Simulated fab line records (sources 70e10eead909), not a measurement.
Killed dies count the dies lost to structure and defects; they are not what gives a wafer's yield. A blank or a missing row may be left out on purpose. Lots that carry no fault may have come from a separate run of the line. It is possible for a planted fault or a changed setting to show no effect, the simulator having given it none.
fab line records	flow nand-harc
record lots=12	wafers=36	last-day=32
route steps=1302 shown A_CONTACT@1048 A_BONDPAD@1222 THIN_TSV@1293 END@1302
lots with no fault: from the same line, run without faults
start-h: start of the lot's first displayed wafer, in hours after the record's first day	wait-h: time in hours since the lot's previous step	" unchanged from the row above	L1.1+2: a row that stands for several wafers	- no value, or no start given	* or withheld: withheld	< > ~ a bound
route shown NAME@n: NAME is a module with steps in the file, n the number in the route of the first one	usual: mean/standard deviation taken from wafers without a fault	same: alike in all rows	chamber/n: place in a boat	sites: each site's reading	_std_site: how widely they spread, as a standard deviation	_edge_site: inner sites' mean taken away from outer sites' mean	radius-mm: how far each site lies from the wafer's centre	mask NAME#n: copy n	behind: the most recent tool/chamber to have shaped the wafer	hold: why the lot went on hold/how many hours it stayed there/how the hold came to an end	device: the transistor (n, p or np) that didn't switch	end of line: tests run on the same wafers once the route is complete	a step given without rows: its recipe and nothing more	killed: dies lost to structure and defects at the first sort, not the wafer's yield	map: dies across one wafer; x = killed, . = not, _ = none there
set.NAME: setting as actually run; set.NAME@STEP: the setting as run at that earlier step	model.NAME: the simulator's own value behind a step, which no gauge read
a sample of lots followed through the steps of the route, with each step as a table and each wafer as a row
services: a tool's chamber out of use, with start hour (start-h, from the record's first day; less than 0 if before it), hours out, and reason
## steps
# step NHARC_A_CONTACT_ETCH_125
# recipe source-w=withheld	pressure-mtorr=20	bias-v=3000	time-s=197	target-depth-a=19180	ar-flow-sccm=withheld	c4f8-flow-sccm=withheld	o2-flow-sccm=withheld	chemistry=C4F8/O2/Ar
lot.wafer	tool	chamber	start-h	wait-h	rf-hours-counter-h
L146.3	har-cap-etch-02	1	498.46	0.2	-
L146.6	"	0	"	"	-
L146.5	"	1	"	"	-
L148.2	har-cap-etch-02	0	510.55	0.2	91
L148.3	"	0	"	"	-
L148.6	"	0	"	"	-
L147.2	har-cap-etch-02	0	513.24	0.2	93
L147.6	"	1	"	"	-
L147.5	"	0	"	"	-
L149.2	har-cap-etch-03	1	524.43	0.2	45
L149.6	"	0	"	"	-
L149.5	"	1	"	"	-
L151.1	har-cap-etch-01	1	539.31	0.2	4
L151.3	"	0	"	"	-
L151.5	"	0	"	"	-
L155.2	har-cap-etch-03	0	576.65	0.2	52
L155.4	"	1	"	"	-
L155.5	"	0	"	"	-
L153.1	har-cap-etch-02	1	584.04	0.2	108
L153.3	"	1	"	"	-
L153.6	"	1	"	"	-
L157.2	har-cap-etch-02	0	589.11	0.2	110
L157.3	"	0	"	"	-
L157.4	"	1	"	"	-
L158.2	har-cap-etch-03	1	598.15	0.2	59
L158.4	"	0	"	"	-
L158.5	"	1	"	"	-
L159.1	har-cap-etch-01	1	651.28	0.2	20
L159.2	"	0	"	"	20
L159.3	"	0	"	"	-
L165.2	har-cap-etch-02	1	676.11	0.2	122
L165.3	"	0	"	"	-
L165.5	"	1	"	"	-
L166.4	har-cap-etch-02	1	697.80	0.2	-
L166.3	"	0	"	"	-
L166.6	"	1	"	"	-
# step NHARC_A_BONDPAD_STRIP_15
# recipe o2-flow-sccm=500	ar-flow-sccm=0	bias-w=0	chemistry=O2
# usual drypump-motor-current-A=5.9/0.35	oes-product-au=1.000/0.0075	rf-vpp-V=57.9/0.9	showerhead-plenum-p-Torr=3.55/0.12	throttle-valve-pct=17.036/0.0091
lot.wafer	tool	chamber	start-h	wait-h	drypump-motor-current-A	oes-product-au	rf-hours-counter-h	rf-vpp-V	showerhead-plenum-p-Torr	throttle-valve-pct
L146.3	rie-diel-09	3	525.65	0.1	6.4	0.998	1	57.8	3.50	17.026
L146.5	"	0	"	"	5.6	1.007	-	57.2	3.40	17.032
L146.6	"	2	"	"	5.7	1.004	-	57.5	3.77	17.033
L148.2	rie-diel-07	0	536.43	0.1	6.3	0.988	11	59.0	3.37	17.022
L148.3	"	2	"	"	6.1	0.994	10	58.1	3.57	17.047
L148.6	"	1	"	"	5.9	1.001	-	58.9	3.65	17.034
L147.2	rie-diel-09	0	538.76	0.1	5.6	1.007	1	58.4	3.40	17.053
L147.5	"	0	"	"	5.6	0.997	-	58.3	3.40	17.018
L147.6	"	2	"	"	5.7	0.991	-	58.3	3.77	17.032
L149.2	rie-diel-07	0	551.72	0.1	6.3	1.009	12	57.4	3.37	17.042
L149.5	"	3	"	"	5.6	1.001	-	57.6	3.70	17.053
L149.6	"	0	"	"	6.3	0.997	-	58.7	3.37	17.047
L151.3	rie-diel-09	0	565.15	0.1	5.6	1.008	2	58.0	3.40	17.047
L151.1	"	1	"	"	5.8	1.003	1	58.6	3.52	17.025
L151.5	"	2	"	"	5.7	0.993	-	59.1	3.77	17.030
L155.4	rie-diel-11	2	607.30	0.1	6.1	1.013	62	56.7	3.58	17.054
L155.2	"	0	"	"	6.3	1.006	64	57.7	3.60	17.047
L155.5	"	2	"	"	6.1	1.013	-	56.5	3.58	17.055
L153.1	rie-diel-07	3	612.61	0.1	5.6	0.986	22	58.9	3.69	17.051
L153.3	"	0	"	"	6.3	0.989	21	57.9	3.36	17.032
L153.6	"	2	"	"	6.1	0.993	-	58.7	3.57	17.041
L157.2	rie-diel-09	0	617.39	0.1	5.6	0.996	3	58.6	3.40	17.051
L157.4	"	1	"	"	5.8	0.993	3	57.4	3.52	17.035
L157.3	"	2	"	"	5.7	0.995	4	58.1	3.77	17.036
L158.2	rie-diel-09	0	623.89	0.1	5.6	1.004	3	58.3	3.40	17.032
L158.4	"	3	"	"	6.4	0.996	4	58.2	3.50	17.023
L158.5	"	0	"	"	5.6	1.007	-	55.6	3.40	17.038
L159.3	rie-diel-11	0	681.57	0.2	6.3	1.016	25	58.1	3.58	17.040
L159.1	"	2	"	"	6.1	1.000	26	58.7	3.56	17.032
L159.2	"	3	"	"	5.0	1.005	25	57.3	3.45	17.028
L165.3	rie-diel-11	2	702.68	0.1	6.1	1.004	31	58.0	3.56	17.029
L165.2	"	0	"	"	6.3	1.014	31	57.7	3.58	17.047
L165.5	"	3	"	"	5.0	1.009	-	56.0	3.45	17.039
L166.4	rie-diel-07	3	726.75	0.1	5.6	0.996	10	57.6	3.68	17.029
L166.3	"	1	"	"	5.9	1.007	10	58.8	3.64	17.028
L166.6	"	0	"	"	6.3	0.998	-	58.4	3.36	17.054
# step NHARC_A_BONDPAD_THK_MEAS_20
# recipe thk-meas-gauge=xrf
# usual thk-nm=170.0/1.3
lot.wafer	tool	chamber	start-h	wait-h	thk-nm
L146.3	film-metro-02	-	527.66	-	170.1
L146.5	"	-	"	"	169.7
L146.6	"	-	"	"	170.0
L148.2	film-metro-01	-	538.40	-	171.5
L148.3	"	-	"	"	168.9
L148.6	"	-	"	"	171.5
L147.2	film-metro-02	-	540.75	-	169.3
L147.5	"	-	"	"	169.4
L147.6	"	-	"	"	169.9
L149.2	film-metro-02	-	553.66	-	167.8
L149.5	"	-	"	"	168.3
L149.6	"	-	"	"	171.2
L151.1	film-metro-01	-	567.07	-	170.2
L151.3	"	-	"	"	169.8
L151.5	"	-	"	"	170.8
L155.2	film-metro-02	-	609.24	-	169.3
L155.4	"	-	"	"	169.7
L155.5	"	-	"	"	169.7
L153.1	film-metro-01	-	614.54	-	171.7
L153.3	"	-	"	"	172.7
L153.6	"	-	"	"	171.6
L157.2	film-metro-02	-	619.32	-	167.5
L157.3	"	-	"	"	171.5
L157.4	"	-	"	"	171.0
L158.2	film-metro-01	-	625.84	-	167.2
L158.4	"	-	"	"	170.6
L158.5	"	-	"	"	167.8
L159.1	film-metro-01	-	683.53	-	171.5
L159.2	"	-	"	"	172.3
L159.3	"	-	"	"	171.2
L165.2	film-metro-02	-	704.65	-	170.1
L165.3	"	-	"	"	170.8
L165.5	"	-	"	"	171.1
L166.3	film-metro-02	-	728.92	-	170.5
L166.4	"	-	"	"	170.5
L166.6	"	-	"	"	170.6
# step NHARC_THIN_TSV_DESCUM_35
# recipe time-s=3	o2-flow-sccm=200	ar-flow-sccm=0	bias-power-w=0	chemistry=O2
# usual drypump-motor-current-A=5.8/0.47	oes-product-au=0.998/0.0072	rf-vpp-V=57.5/1	showerhead-plenum-p-Torr=1.88/0.074	throttle-valve-pct=11.312/0.0096
lot.wafer	tool	chamber	start-h	wait-h	drypump-motor-current-A	oes-product-au	rf-hours-counter-h	rf-vpp-V	showerhead-plenum-p-Torr	throttle-valve-pct
L146.3	rie-diel-05	1	546.34	-	6.2	0.983	6	57.7	1.81	11.315
L146.5	"	0	"	"	5.8	0.984	-	56.9	2.02	11.317
L146.6	"	1	"	"	6.2	0.980	-	57.5	1.81	11.312
L148.3	rie-diel-01	1	557.01	-	5.8	1.003	12	58.3	1.83	11.301
L148.2	"	2	"	"	6.3	0.999	11	58.1	2.00	11.317
L148.6	"	2	"	"	6.3	1.008	-	58.2	2.00	11.303
L147.2	rie-diel-13	3	558.08	-	6.4	1.001	2	55.7	1.79	11.324
L147.6	"	2	"	"	5.0	0.997	-	57.6	1.92	11.297
L147.5	"	3	"	"	6.3	0.998	-	57.3	1.79	11.313
L149.2	rie-diel-01	1	572.43	-	5.8	1.002	0	57.3	1.83	11.304
L149.6	"	2	"	"	6.3	0.999	-	58.4	2.00	11.303
L149.5	"	1	"	"	5.8	0.981	-	56.2	1.83	11.310
L151.3	rie-diel-01	2	587.42	-	6.3	1.002	1	58.8	2.00	11.306
L151.1	"	0	"	"	5.8	1.000	1	59.9	1.92	11.300
L151.5	"	2	"	"	6.3	0.998	-	58.9	2.00	11.313
L155.2	rie-diel-05	0	628.70	-	5.8	0.997	1	56.7	2.02	11.319
L155.4	"	1	"	"	6.2	0.993	1	56.6	1.81	11.299
L155.5	"	0	"	"	5.7	1.002	-	58.2	2.02	11.293
L153.1	rie-diel-13	0	633.54	-	5.1	1.004	5	57.0	1.82	11.323
L153.3	"	1	"	"	5.2	1.001	4	57.2	1.84	11.309
L153.6	"	3	"	"	6.4	1.013	-	56.8	1.79	11.308
L157.4	rie-diel-13	0	638.39	-	5.1	0.997	6	56.6	1.82	11.308
L157.2	"	1	"	"	5.2	1.008	4	55.4	1.84	11.296
L157.3	"	2	"	"	5.0	1.000	3	58.1	1.92	11.307
L158.2	rie-diel-01	0	644.05	-	5.7	1.010	6	58.0	1.92	11.316
L158.4	"	1	"	"	5.9	1.003	7	58.1	1.83	11.299
L158.5	"	1	"	"	5.8	1.003	-	57.3	1.83	11.313
L159.1	rie-diel-01	2	700.43	-	6.3	0.998	10	58.3	2.00	11.319
L159.2	"	0	"	"	5.8	0.994	9	56.1	1.92	11.312
L159.3	"	1	"	"	5.8	0.992	10	58.0	1.82	11.300
L165.2	rie-diel-05	2	723.51	-	6.1	0.999	5	58.8	1.84	11.324
L165.3	"	3	"	"	5.2	1.008	6	55.8	1.89	11.288
L165.5	"	2	"	"	6.1	0.989	-	58.2	1.84	11.320
L166.4	rie-diel-05	1	752.69	-	6.2	0.988	6	57.5	1.81	11.328
L166.3	"	2	"	"	6.1	0.990	7	57.8	1.84	11.293
L166.6	"	1	"	"	6.2	0.988	-	56.4	1.81	11.319
# step NHARC_END_SORT_01
# recipe temp-c=25
# usual killed-at-array=58/15	killed-at-other=0.8/1.2	killed-at-periphery=3.5/2.5	killed-dies=62/15	killed-open=3.2/1.7	killed-short=2.4/1.5
# same gross-dies=677
lot.wafer	tool	chamber	start-h	wait-h	killed-at-array	killed-at-other	killed-at-periphery	killed-dies	killed-open	killed-short
L165.2	prober-02	0	734.12	2.7	137	0	3	140	1	1
L165.3	prober-02	0	734.90	3.0	104	1	1	106	3	1
L165.5	prober-02	0	736.46	3.6	167	0	4	171	3	4
L166.3	prober-01	0	763.20	3.1	109	2	3	114	4	3
L166.4	prober-01	0	764.00	3.4	147	0	2	149	2	2
L166.6	prober-01	0	765.61	4.0	131	2	1	134	3	0
# killed by level:class
L165.2 A_CONTACT:unspecified=85 A_SLIT:chamber-film-flake=21 A_CHANNEL_HOLE_D2:chamber-film-flake=15 A_CHANNEL_HOLE_D1:chamber-film-flake=4 A_CONTACT:chamber-film-flake=4 A_CHANNEL_FILL_D2:chamber-film-flake=3 A_STAIRCASE:chamber-film-flake=3 P_GATE:chamber-film-flake=2
L165.3 A_CONTACT:unspecified=46 A_SLIT:chamber-film-flake=25 A_CHANNEL_HOLE_D2:chamber-film-flake=15 A_CHANNEL_HOLE_D1:chamber-film-flake=5 A_CHANNEL_FILL_D2:chamber-film-flake=3 A_STAIRCASE:chamber-film-flake=3 A_ZERO_WELL:chamber-film-flake=2 A_CONTACT:chamber-film-flake=2
L165.5 A_CONTACT:unspecified=84 A_SLIT:chamber-film-flake=32 A_CHANNEL_HOLE_D2:chamber-film-flake=25 A_CHANNEL_HOLE_D1:chamber-film-flake=8 A_STAIRCASE:chamber-film-flake=6 A_CONTACT:chamber-film-flake=4 A_WL_FILL:geometric-particle:open=2 P_GATE:chamber-film-flake=2
L166.3 A_CONTACT:unspecified=44 A_CHANNEL_HOLE_D2:chamber-film-flake=28 A_CHANNEL_HOLE_D1:chamber-film-flake=13 A_SLIT:chamber-film-flake=8 A_CONTACT:chamber-film-flake=7 A_WL_FILL:chamber-film-flake=2 THIN_TSV:chamber-film-flake=2 P_CONTACT:geometric-particle:open=1
L166.4 A_CONTACT:unspecified=89 A_CHANNEL_HOLE_D2:chamber-film-flake=21 A_CHANNEL_HOLE_D1:chamber-film-flake=17 A_SLIT:chamber-film-flake=9 A_ZERO_WELL:chamber-film-flake=2 A_STAIRCASE:chamber-film-flake=2 A_WL_FILL:chamber-film-flake=2 P_GATE:geometric-particle:short=1
L166.6 A_CONTACT:unspecified=83 A_CHANNEL_HOLE_D2:chamber-film-flake=18 A_CHANNEL_HOLE_D1:chamber-film-flake=9 A_CONTACT:chamber-film-flake=6 A_SLIT:chamber-film-flake=4 A_STAIRCASE:chamber-film-flake=4 A_WL_FILL:chamber-film-flake=4 THIN_TSV:chamber-film-flake=2
## services
tool	chamber	start-h	hours	kind
rie-diel-11	2	488.06	1.5	repair
rie-diel-09	-	497.10	9.0	pm
har-cap-etch-03	-	497.54	0.5	repair
rie-diel-09	1	518.58	29.3	repair
rie-diel-13	-	519.00	9.0	pm
rie-diel-01	2	520.61	2.8	repair
rie-diel-05	2	537.24	7.2	repair
rie-diel-13	-	541.21	0.1	repair
rie-diel-13	1	547.43	2.7	repair
rie-diel-01	2	548.55	2.6	repair
rie-diel-01	-	557.82	9.0	pm
rie-diel-01	0	568.45	6.7	repair
rie-diel-13	2	577.55	21.9	repair
rie-diel-11	3	579.65	3.0	repair
rie-diel-05	-	583.60	9.0	pm
rie-diel-11	-	609.54	9.0	pm
rie-diel-01	0	618.00	2.5	repair
rie-diel-07	-	648.31	9.0	pm
rie-diel-09	-	674.10	9.0	pm
rie-diel-01	-	711.71	1.4	repair
rie-diel-09	-	732.05	0.3	repair
rie-diel-01	-	734.91	9.0	pm
rie-diel-05	0	735.03	2.0	repair
rie-diel-07	-	741.43	4.2	repair
## key
first-sign step=NHARC_END_SORT_01	reading=killed-dies	direction=up	sigmas=5	usual=62	struck=136
effect step=NHARC_END_SORT_01	reading=killed-at-array	direction=up	sigmas=4.9	usual=58	struck=132
more-kills-born-at NHARC_A_CONTACT_ETCH_125@har-cap-etch-02=411
met-at NHARC_A_CONTACT_ETCH_125
struck-lots L165,L166
tester-left-out L165,L166
not-acting-at NHARC_A_BONDPAD_STRIP_15,NHARC_A_BONDPAD_THK_MEAS_20,NHARC_THIN_TSV_DESCUM_35
onset-between 589.11 676.11
also-fits time
fault kind=chamber-particle-source	tool=har-cap-etch-02	chamber=-	onset-h=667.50	steps=NHARC_A_CONTACT_ETCH_125	rate-per-visit-cm2=0.90104	end-h=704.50
# tester-left-out: of these lots the tester's yield and bins aren't shown, on N5 and GAA mostly nor the transistor test; their killed dies are dies lost to structure and defects alone, not to doping, threshold or leakage, so they don't give the yield
